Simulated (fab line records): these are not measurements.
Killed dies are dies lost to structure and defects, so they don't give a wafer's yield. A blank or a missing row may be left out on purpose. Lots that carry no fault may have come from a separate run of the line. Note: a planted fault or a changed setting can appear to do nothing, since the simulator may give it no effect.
Matching of chambers ; flow n5 finfet ; rie diel-01 running N5_BEOL_M12_TRENCH_ETCH_34: 4 sister chambers
The step etches SiOC in C4F8/O2/Ar, target depth 318.95 nm, time 125.5 s. 4 wafers are shown with their chamber, then 7 later ones without.

## WAFERS WITH THEIR CHAMBER
wafer;chamber;drypump motor current A (A)
L504.1;1;5.50
L504.4;0;5.73
L505.2;2;5.69
L505.4;3;5.50

## WAFERS WITHOUT THEIR CHAMBER
wafer;drypump motor current A (A)
L505.5;5.47
L506.2;5.73
L506.4;5.66
L506.6;5.68
L508.1;5.48
L508.3;5.49
L508.6;5.49

## THE CHAMBER EACH PASSED THROUGH
wafer;from the rows above;in truth
L505.5;can't be placed: 1 or 3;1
L506.2;0;0
L506.4;2;2
L506.6;2;2
L508.1;can't be placed: 1 or 3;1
L508.3;can't be placed: 1 or 3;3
L508.6;can't be placed: 1 or 3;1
Correct placement for 3 of the 7. Can't be placed from these rows: 4 (the true chamber is among the candidates in 4). Placed wrongly: 0.
How it was worked out, from the rows above alone: a wafer's distance from a chamber is the root of the sum, over the readings, of the square of ((its reading less the chamber's mean) divided by the reading's scatter). If the next closest chamber is less than 2 further off than the closest, the wafer can't be placed; otherwise it belongs to the closest. The mean given for a chamber averages the wafers shown for that chamber. The scatter: root of mean squared gap, hidden wafer to nearest shown wafer, with one shown wafer a chamber.
